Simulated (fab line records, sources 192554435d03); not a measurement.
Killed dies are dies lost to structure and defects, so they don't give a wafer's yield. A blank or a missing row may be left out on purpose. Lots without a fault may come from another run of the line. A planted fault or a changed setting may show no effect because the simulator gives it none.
One fault seen from 2 desks | flow n5_finfet | each desk has only its own numbers; what lay behind them comes last

THE METROLOGY DESK
What the gauges read, lot by lot, whatever tool the lot ran on: means of the sampled wafers that have a number. A lot is out of limits, marked OUT, if its mean lies more than 4 standard deviations from the usual mean; the brackets give that distance. Of its 25 readings 7 are shown: those that lie furthest out on some lot.
Columns: A = COMB_M11 at N5_BEOL_M15_RC_MEAS_101, usual 1.4e-11 S/m; B = COMB_M13 at N5_BEOL_M15_RC_MEAS_101, usual 4.9e-12 S/m; C = COMB_M13_max_site at N5_BEOL_M15_RC_MEAS_101, usual 7e-12 S/m; D = COMB_M7 at N5_BEOL_M15_RC_MEAS_101, usual 2.6e-11 S/m; E = SERP_M12 at N5_BEOL_M15_RC_MEAS_101, usual 0.626 ohm/um; F = SERP_M14 at N5_BEOL_M15_RC_MEAS_101, usual 0.158 ohm/um; G = SERP_M14_max_site at N5_BEOL_M15_RC_MEAS_101, usual 0.160 ohm/um
lot  | first seen here | A       | B       | C     | D       | E     | F     | G
L511 | day 14 15:43    | 2.1e-11 | 7.3e-12 | 1e-11 | 3.5e-11 | 0.626 | 0.164 | 0.166
L526 | day 18 11:34    | 1.5e-11 | 4.6e-12 | 6e-12 | 2.6e-11 | 0.599 | 0.161 | 0.162
L525 | day 18 12:40    | 1.6e-11 | 4.9e-12 | 7e-12 | 2.8e-11 | 0.619 | 0.157 | 0.159
This desk's finding: nothing out of limits on any of the 3 lots.

THE TOOL OWNER'S DESK: rie_diel-05
The tool's own readings at N5_BEOL_M14_TRENCH_ETCH_34 (etches SiO2 in C4F8/O2/Ar, target depth 556.65 nm, time 126.9 s): means of the sampled wafers that have a number, for each lot that ran on this tool. A lot is out of limits, marked OUT, if its mean lies more than 4 standard deviations from the usual mean; the brackets give that distance. Of its 11 readings 7 are shown: those that lie furthest out on some lot.
Columns: A = he_inner_torr at N5_BEOL_M14_TRENCH_ETCH_34, usual 15.002 Torr; B = he_outer_torr at N5_BEOL_M14_TRENCH_ETCH_34, usual 30.00 Torr; C = oes_ar_750_au at N5_BEOL_M14_TRENCH_ETCH_34, usual 0.80 a.u.; D = oes_product_au at N5_BEOL_M14_TRENCH_ETCH_34, usual 0.80 a.u.; E = rf_vpp_V at N5_BEOL_M14_TRENCH_ETCH_34, usual 2215 V; F = showerhead_plenum_p_Torr at N5_BEOL_M14_TRENCH_ETCH_34, usual 3.45 Torr; G = throttle_valve_pct at N5_BEOL_M14_TRENCH_ETCH_34, usual 30.96 %
lot  | first seen here | A      | B     | C    | D    | E    | F    | G
L511 | day 14 03:43    | 15.037 | 29.94 | 0.78 | 0.79 | 2198 | 3.31 | 30.48
L525 | day 18 01:19    | 14.981 | 29.97 | 0.76 | 0.77 | 2215 | 3.39 | 30.69
This desk's finding: nothing out of limits on any of the 2 lots.

PUT TOGETHER
The metrology desk saw nothing out of limits.
The tool owner's desk saw nothing out of limits.

WHAT THE SIMULATOR HAD PUT IN
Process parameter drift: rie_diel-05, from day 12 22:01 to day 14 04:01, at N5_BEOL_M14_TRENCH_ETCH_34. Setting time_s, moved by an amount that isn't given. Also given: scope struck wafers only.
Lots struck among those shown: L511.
